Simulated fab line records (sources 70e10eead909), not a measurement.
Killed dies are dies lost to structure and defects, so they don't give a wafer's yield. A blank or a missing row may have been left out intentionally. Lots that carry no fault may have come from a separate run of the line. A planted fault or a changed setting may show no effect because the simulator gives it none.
Comparing a struck lot with a sound one	flow nand_harc	15 out of 1159 route steps
Sound: the wafers L292.2, L292.4, L292.6. The struck wafers were L302.1, L302.2, L302.5. Last of all comes the cause.
At each step with rows: each side's tool, then ch and its chambers, then its first start. Under that, the readings that differ: sound wafers	struck wafers	difference of the means	sigmas: that difference in standard deviations of wafers without a fault.
alike: same words and numbers on both sides, and readings whose means sit less than 2 such deviations apart. not compared: any withheld reading, any reading some wafer has no value for, any bound like >300 that may hide the same value, and any number with overlapping values for which the record gives no deviation.
A row with sigmas, a row that says differs or no value, or rows on one side alone: a step with any of these is where the two part. When numbers do not overlap yet have no deviation, they are printed without sigmas and do not part them. Lack of a reading on every wafer of one side parts them only where that side has two or more wafers.

NHARC_P_M1_DESCUM_14: chemistry O2, time 3 s.
  sound on rie_diel-03 ch 1,3, day 7 15:03; struck on rie_diel-08 ch 0,1,2, day 10 05:14
  alike: drypump_motor_current_A, oes_product_au, rf_vpp_V, showerhead_plenum_p_Torr, throttle_valve_pct
  not compared: rf_hours_counter_h
then, 1 step without rows for these wafers: NHARC_P_M1_ETCH_35 (etches the open film in N2/H2, target depth 40 nm, overetch 12 nm, time 43.94 s).
NHARC_P_M1_ETCH_15: etches the open film in C4F8/Ar, target depth 182.5 nm, time 91.2 s.
  sound on rie_diel-03 ch 1,3; struck on rie_diel-08 ch 0,1
  alike: oes_product_au, rf_vpp_V
  not compared: rf_hours_counter_h
NHARC_P_M1_CD_MEAS_16:
  struck on cd_sem-03, day 10 05:32; sound on cd_sem-02, day 7 15:22
  alike: cd_nm
then, 1 step without rows for these wafers: NHARC_P_M1_STRIP_18 (strips in N2/H2).
NHARC_P_M1_ETCH_28: etches the open film in CF4/N2, target depth 30 nm, time 72.99 s.
  sound on rie_diel-03 ch 1,2,3; struck on rie_diel-08 ch 0,2,3
  alike: drypump_motor_current_A, oes_product_au, rf_vpp_V, showerhead_plenum_p_Torr, throttle_valve_pct
  not compared: rf_hours_counter_h
then, 3 steps without rows for these wafers: NHARC_P_M1_STRIP_19 (strips in post etch residue remover, time 600 s); NHARC_P_M1_DEGAS_29 (time 60 s); NHARC_P_M1_PRE_CLEAN_30 (time 30 s).
NHARC_P_M1_PVD_20: deposits TaN, target thk 5 nm, time 8.06 s.
  sound on pvd_sputter-02; struck on pvd_sputter-01
  alike: throttle_valve_pct
then, 2 steps without rows for these wafers: NHARC_P_M1_PVD_21 (deposits Cu, target thk 30 nm, time 20.49 s); NHARC_P_M1_ECD_22 (material Cu, target thk 400 nm).
NHARC_P_M1_ANNEAL_31: time 90 s.
  struck on rtp_anneal-02, day 10 07:31; sound on rtp_anneal-01 ch 0, day 7 17:05
  no value came back on the struck wafers for anneal_temp_c (C), anneal_temp_c_max, wafer_temp_C_max; on the sound wafers anneal_temp_c (C) reads 225.46 225.13 225.33
NHARC_P_M1_CMP_23: polishes, t overpolish 20 s, target thk 157.82 nm.
  sound on cmp-01 ch 1,2,3, day 7 17:25; struck on cmp-01 ch 0,3, day 10 07:52
  alike: motor_current_A, time_to_endpoint_s
-- record jumps: 13 days between struck wafers' starts before vs after; left off in module P_M1, resumes in module END, first step shown is number 1159 of the route --
NHARC_END_SORT_01:
  the record has rows for the struck wafers here (prober-01 ch 0, day 23 06:09) and none for the sound ones

## WHERE THEY PART
First at NHARC_P_M1_ANNEAL_31; last, within this record, at NHARC_END_SORT_01.

WHY: what had been put in by the simulator
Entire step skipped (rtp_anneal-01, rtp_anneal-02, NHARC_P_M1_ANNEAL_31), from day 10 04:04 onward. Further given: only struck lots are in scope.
